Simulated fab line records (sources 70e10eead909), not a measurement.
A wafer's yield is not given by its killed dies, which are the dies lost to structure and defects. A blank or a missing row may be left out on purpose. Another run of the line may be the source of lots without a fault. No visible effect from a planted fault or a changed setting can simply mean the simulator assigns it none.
fab line records	flow nand_harc
record: lots: 12	wafers: 36	last_day: 33
route steps=1302 shown A_ONON_D1@447 A_CHANNEL_HOLE_D1@467
lots with no fault: from the same line, run without faults
start_h: hours from the record's first day to the start of the lot's first wafer shown	wait_h: how many hours have passed since the lot's step before this one	" unchanged from the row above	L1.1+2: one row covering several wafers at once	- value missing, or start not given	* or withheld: withheld	< > ~ a bound
route shown NAME@n: names a module that has steps shown in the file, with the first one's number in the route	usual: mean/standard deviation taken from wafers without a fault	same: alike in all rows	chamber/n: place in a boat	sites: the reading at each site	_std_site: their standard deviation	_edge_site: outer sites' mean less inner sites'	radius_mm: for every site, how far away it sits from the centre of the wafer	mask NAME#n: copy n	behind: the tool/chamber that last shaped the wafer	hold: why the lot went on hold/how many hours it stayed there/how the hold came to an end	device: whichever transistor did not switch (one of n, p or np)	end of line: the route-end tests of the same wafers	a step given without rows: its recipe and nothing more	killed: the dies lost at the first sort to structure and to defects; this is not the yield of the wafer	map: per-die view of a wafer (x killed, . not killed, _ where there is no die)
set.NAME: the run value of the setting; set.NAME@STEP: its run value at that earlier step	model.NAME: the simulator's own value behind a step, which no gauge read
a sample of lots followed through the steps of the route, with each step as a table and each wafer as a row
services: from which hour (start_h, from the record's first day; less than 0 if before it) a tool's chamber was out of use, for how many hours, and why
== steps ==
step: NHARC_A_ONON_D1_THK_MEAS_34
recipe: thk_meas_gauge: ellipsometry
usual: thk_nm: 200.3/2.8
lot.wafer	tool	chamber	start_h	wait_h	thk_nm
L228.2	film_metro-01	-	174.36	-	202.5
L228.3	"	-	"	"	201.2
L228.6	"	-	"	"	201.8
L229.4	film_metro-01	-	185.51	-	202.4
L229.5	"	-	"	"	200.1
L229.6	"	-	"	"	201.7
L235.2	film_metro-02	-	252.68	-	200.1
L235.3	"	-	"	"	199.2
L235.4	"	-	"	"	203.1
L236.1	film_metro-02	-	264.08	-	201.7
L236.3	"	-	"	"	200.6
L236.5	"	-	"	"	204.2
L242.2	film_metro-01	-	317.83	-	198.7
L242.3	"	-	"	"	199.1
L242.6	"	-	"	"	203.8
L244.1	film_metro-01	-	326.67	-	197.0
L244.2	"	-	"	"	197.8
L244.5	"	-	"	"	202.9
L246.1	film_metro-01	-	356.12	-	201.4
L246.3	"	-	"	"	201.7
L246.5	"	-	"	"	207.6
L248.1	film_metro-02	-	372.20	-	198.7
L248.2	"	-	"	"	198.0
L248.3	"	-	"	"	198.4
L247.1	film_metro-01	-	372.20	-	198.4
L247.2	"	-	"	"	195.8
L247.4	"	-	"	"	202.2
L249.1	film_metro-01	-	386.40	-	203.2
L249.3	"	-	"	"	198.6
L249.4	"	-	"	"	202.2
L250.2	film_metro-01	-	402.81	-	199.1
L250.4	"	-	"	"	201.2
L250.6	"	-	"	"	202.8
L251.1	film_metro-02	-	402.81	-	195.8
L251.3	"	-	"	"	196.3
L251.4	"	-	"	"	203.4
step: NHARC_A_ONON_D1_INSPECT_32
usual: raw_defect_count: 71/21
lot.wafer	tool	chamber	start_h	wait_h	raw_defect_count
L228.2	defect_inspect-01	-	174.45	0.0	78
L228.3	"	-	"	"	94
L228.6	"	-	"	"	81
L229.4	defect_inspect-02	-	185.57	0.0	60
L229.5	"	-	"	"	69
L229.6	"	-	"	"	44
L235.2	defect_inspect-01	-	252.74	0.0	40
L235.3	"	-	"	"	47
L235.4	"	-	"	"	77
L236.1	defect_inspect-02	-	264.14	0.0	60
L236.3	"	-	"	"	72
L236.5	"	-	"	"	80
L242.2	defect_inspect-02	-	317.89	0.0	63
L242.3	"	-	"	"	100
L242.6	"	-	"	"	90
L244.1	defect_inspect-01	-	326.76	0.0	65
L244.2	"	-	"	"	70
L244.5	"	-	"	"	62
L246.1	defect_inspect-02	-	356.20	0.0	98
L246.3	"	-	"	"	52
L246.5	"	-	"	"	43
L248.1	defect_inspect-01	-	372.27	0.0	95
L248.2	"	-	"	"	70
L248.3	"	-	"	"	80
L247.1	defect_inspect-02	-	372.27	0.0	70
L247.2	"	-	"	"	40
L247.4	"	-	"	"	31
L249.1	defect_inspect-02	-	386.46	0.0	36
L249.3	"	-	"	"	82
L249.4	"	-	"	"	62
L250.2	defect_inspect-01	-	402.87	0.0	73
L250.4	"	-	"	"	65
L250.6	"	-	"	"	56
L251.1	defect_inspect-01	-	402.87	0.0	62
L251.3	"	-	"	"	35
L251.4	"	-	"	"	63
step: NHARC_A_CHANNEL_HOLE_D1_ETCH_39
recipe: target_depth_a: 2600	over_etch_frac: 0.3	time_s: 325	ion_energy_ev: 200	n2_flow_sccm: 150	h2_flow_sccm: 150	ar_flow_sccm: 0	rf_w: 400	bias_w: 150	chemistry: N2/H2
usual: drypump_motor_current_A: 5.7/0.52	n2_flow_sccm: 149.9/0.46	oes_product_au: 0.999/0.0079	rf_fwd_power_W: 399.1/1.3	rf_vpp_V: 429.3/2.6	showerhead_plenum_p_Torr: 2.00/0.091	throttle_valve_pct: 14.171/0.0089
lot.wafer	tool	chamber	start_h	wait_h	drypump_motor_current_A	n2_flow_sccm	oes_product_au	rf_fwd_power_W	rf_hours_counter_h	rf_vpp_V	showerhead_plenum_p_Torr	throttle_valve_pct
L228.2	rie_diel-02	0	178.59	-	4.8	150.2	1.013	401.5	11	426.2	1.90	14.177
L228.3	"	2	"	"	5.3	150.6	1.003	397.5	10	428.4	1.93	14.183
L228.6	"	0	"	"	4.9	150.1	1.008	400.0	-	426.0	1.90	14.166
L229.4	rie_diel-12	0	191.94	-	5.7	149.7	1.001	397.5	19	433.6	2.15	14.167
L229.5	"	1	"	"	5.4	150.2	1.014	400.1	-	425.8	1.89	14.154
L229.6	"	2	"	"	6.3	149.8	1.011	401.9	-	427.5	1.96	14.171
L235.3	rie_diel-02	1	255.70	-	6.4	150.6	0.885	397.5	3	431.6	2.04	14.176
L235.4	"	2	"	"	5.2	149.7	0.893	399.2	3	427.2	1.93	14.159
L235.2	"	3	"	"	5.9	149.5	0.893	398.4	2	432.3	2.11	14.163
L236.1	rie_diel-02	2	267.11	-	5.3	149.9	0.895	398.2	4	425.6	1.93	14.179
L236.3	"	3	"	"	5.8	150.2	0.888	399.1	3	432.1	2.11	14.171
L236.5	"	2	"	"	5.2	149.9	0.883	397.2	-	427.2	1.93	14.180
L242.2	rie_diel-11	2	324.75	-	6.4	150.4	0.984	397.7	24	427.8	1.89	14.162
L242.3	"	3	"	"	5.4	150.1	0.995	396.5	24	426.9	1.93	14.183
L242.6	"	1	"	"	5.4	150.5	1.001	397.9	-	431.9	2.11	14.164
L244.1	rie_diel-02	2	330.26	-	5.2	149.2	0.996	398.6	8	428.9	1.93	14.196
L244.2	"	3	"	"	5.9	149.7	0.994	400.0	7	432.4	2.11	14.187
L244.5	"	2	"	"	5.3	149.8	1.003	400.0	-	427.0	1.93	14.173
L246.3	rie_diel-02	0	361.78	-	4.8	151.0	0.999	398.6	10	426.7	1.90	14.169
L246.1	"	2	"	"	5.3	149.6	0.994	398.2	11	425.7	1.93	14.162
L246.5	"	3	"	"	5.9	150.4	0.997	399.7	-	432.4	2.11	14.165
L247.2	rie_diel-02	1	375.41	-	6.4	150.8	0.985	397.5	13	431.0	2.03	14.183
L247.1	"	2	"	"	5.3	149.9	0.994	399.5	13	428.6	1.93	14.181
L247.4	"	2	"	"	5.3	150.3	0.992	400.1	-	427.4	1.93	14.154
L248.2	rie_diel-11	1	375.52	-	5.4	150.0	0.999	396.7	42	432.1	2.10	14.178
L248.1	"	3	"	"	5.4	149.8	1.004	399.2	44	426.9	1.92	14.171
L248.3	"	0	"	"	5.5	149.8	0.996	399.6	36	429.2	2.01	14.171
L249.4	rie_diel-02	3	389.42	-	5.9	149.9	0.999	397.1	14	432.0	2.11	14.180
L249.1	"	0	"	"	4.9	149.9	1.013	397.7	10	427.7	1.89	14.169
L249.3	"	1	"	"	6.4	149.3	0.993	400.1	15	431.8	2.03	14.159
L250.2	rie_diel-11	3	407.20	-	5.4	150.2	1.003	396.5	56	426.8	1.92	14.183
L250.4	"	2	"	"	6.4	149.9	0.984	401.2	51	425.7	1.88	14.165
L250.6	"	3	"	"	5.4	150.7	0.993	397.5	-	427.2	1.92	14.170
L251.4	rie_diel-02	0	407.65	-	4.9	150.4	0.993	398.1	0	425.6	1.89	14.162
L251.3	"	1	"	"	6.4	150.4	0.991	399.3	0	430.3	2.03	14.173
L251.1	"	3	"	"	5.8	149.8	1.006	398.0	0	431.2	2.11	14.171
step: NHARC_A_CHANNEL_HOLE_D1_ETCH_16
recipe: target_depth_a: 31000	over_etch_frac: 0.3	time_s: 806	ion_energy_ev: 150	o2_flow_sccm: 400	cos_flow_sccm: 20	ar_flow_sccm: 0	rf_w: 500	bias_w: 300	chemistry: O2/COS
usual: cos_flow_sccm: 19.99/0.061	drypump_motor_current_A: 5.7/0.53	oes_product_au: 1.000/0.0066	rf_fwd_power_W: 499.5/1.6	rf_vpp_V: 313.2/2.2	showerhead_plenum_p_Torr: 3.06/0.13	throttle_valve_pct: 28.330/0.0091
lot.wafer	tool	chamber	start_h	wait_h	cos_flow_sccm	drypump_motor_current_A	oes_product_au	rf_fwd_power_W	rf_hours_counter_h	rf_vpp_V	showerhead_plenum_p_Torr	throttle_valve_pct
L228.3	rie_diel-02	0	-	-	20.08	4.9	1.004	498.3	12	311.7	2.92	28.322
L228.2	"	2	"	"	20.03	5.3	1.003	500.7	10	311.4	2.97	28.327
L228.6	"	3	"	"	19.97	5.8	0.988	498.1	-	316.1	3.22	28.334
L229.4	rie_diel-12	3	-	-	19.99	6.3	0.989	500.1	20	312.2	3.09	28.340
L229.6	"	0	"	"	20.08	5.7	0.992	498.6	-	317.9	3.27	28.346
L229.5	"	1	"	"	20.00	5.4	0.991	499.0	-	311.2	2.91	28.326
L235.4	rie_diel-02	0	-	-	19.90	4.8	1.007	499.3	3	309.9	2.92	28.330
L235.3	"	1	"	"	20.05	6.4	0.994	500.0	3	315.2	3.12	28.334
L235.2	"	2	"	"	19.90	5.3	0.996	497.9	3	313.0	2.97	28.317
L236.3	rie_diel-02	1	-	-	20.05	6.4	1.005	499.6	4	315.2	3.12	28.332
L236.1	"	3	"	"	20.03	5.8	0.989	499.1	3	317.8	3.22	28.315
L236.5	"	0	"	"	20.04	4.9	0.991	501.1	-	310.6	2.92	28.334
L242.2	rie_diel-11	2	-	-	20.06	6.4	1.002	500.5	25	310.5	2.91	28.324
L242.3	"	1	"	"	20.01	5.5	1.008	497.8	25	315.2	3.22	28.326
L242.6	"	3	"	"	20.05	5.4	1.009	497.8	-	312.2	2.96	28.322
L244.2	rie_diel-02	1	-	-	20.01	6.4	0.999	501.7	9	313.4	3.12	28.330
L244.1	"	2	"	"	19.96	5.3	0.994	499.3	9	311.8	2.96	28.324
L244.5	"	2	"	"	19.96	5.2	0.999	499.4	-	312.8	2.96	28.342
L246.1	rie_diel-02	3	-	-	19.93	5.9	0.999	501.4	10	316.7	3.22	28.323
L246.3	"	1	"	"	20.02	6.4	0.999	498.1	12	315.0	3.11	28.330
L246.5	"	2	"	"	19.91	5.3	0.991	499.1	-	311.5	2.96	28.324
L247.2	rie_diel-02	2	-	-	20.10	5.3	1.001	498.7	13	312.0	2.96	28.330
L247.1	"	3	"	"	19.97	5.8	1.010	497.4	12	315.4	3.22	28.320
L247.4	"	2	"	"	20.06	5.3	0.998	499.5	-	311.1	2.96	28.314
L248.3	rie_diel-11	2	-	-	19.92	6.4	1.003	496.4	42	311.7	2.90	28.352
L248.1	"	3	"	"	20.11	5.4	0.997	498.8	44	311.9	2.96	28.337
L248.2	"	0	"	"	19.99	5.5	1.001	501.0	36	314.7	3.08	28.339
L249.4	rie_diel-02	0	-	-	20.01	4.9	0.995	499.4	10	308.9	2.92	28.326
L249.3	"	1	"	"	20.01	6.4	0.985	499.2	15	312.9	3.11	28.327
L249.1	"	3	"	"	19.91	5.9	0.995	499.0	14	317.4	3.22	28.345
L250.2	rie_diel-11	2	-	-	20.11	6.4	0.999	501.9	52	310.3	2.90	28.318
L250.4	"	1	"	"	19.96	5.4	1.011	499.1	51	315.6	3.21	28.320
L250.6	"	3	"	"	19.93	5.4	1.006	497.3	-	311.3	2.95	28.318
L251.4	rie_diel-02	2	-	-	20.00	5.3	0.994	500.1	0	309.5	2.96	28.340
L251.1	"	3	"	"	20.02	5.8	1.002	502.4	0	315.7	3.22	28.336
L251.3	"	1	"	"	19.96	6.4	0.996	498.3	0	312.6	3.11	28.329
== services ==
tool	chamber	start_h	hours	kind
rie_diel-11	1	156.05	28.9	repair
rie_diel-02	1	160.45	8.5	repair
rie_diel-02	0	171.20	-	clean
rie_diel-02	1	171.20	-	clean
rie_diel-02	2	171.20	-	clean
rie_diel-02	3	171.20	-	clean
rie_diel-02	3	189.58	1.3	repair
rie_diel-02	0	195.70	-	clean
rie_diel-02	1	195.70	-	clean
rie_diel-02	2	195.70	-	clean
rie_diel-02	3	195.70	-	clean
rie_diel-02	0	215.62	2.2	repair
rie_diel-02	-	216.70	9.0	pm
rie_diel-02	1	216.70	9.0	vent_cycle
rie_diel-02	2	216.70	9.0	vent_cycle
rie_diel-02	3	216.70	9.0	vent_cycle
rie_diel-12	3	224.85	15.8	repair
rie_diel-02	3	228.93	2.7	repair
rie_diel-11	-	257.40	9.0	pm
rie_diel-11	0	270.23	6.3	repair
rie_diel-12	-	272.15	9.0	pm
rie_diel-02	0	332.42	4.0	repair
rie_diel-02	0	367.74	19.5	repair
rie_diel-02	-	393.70	9.0	pm
== key ==
first_sign: step: NHARC_A_CHANNEL_HOLE_D1_ETCH_39	reading: oes_product_au	direction: down	sigmas: 14	usual: 0.999	struck: 0.889
effect none on later readings
met_at NHARC_A_CHANNEL_HOLE_D1_ETCH_39
struck_lots L235,L236
tester_left_out L235,L236
not_acting_at NHARC_A_ONON_D1_THK_MEAS_34,NHARC_A_ONON_D1_INSPECT_32,NHARC_A_CHANNEL_HOLE_D1_ETCH_16
onset_between 178.59 255.70
fault: kind: process_parameter_drift	tool: rie_diel-02	chamber: -	onset_h: 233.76	steps: NHARC_A_CHANNEL_HOLE_D1_ETCH_39	channel: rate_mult	offset: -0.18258	shape: step	end_h: 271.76
tester_left_out: of these lots the tester's yield and bins aren't shown, on N5 and GAA mostly nor the transistor test; their killed dies are dies lost to structure and defects alone, not to doping, threshold or leakage, so they don't give the yield
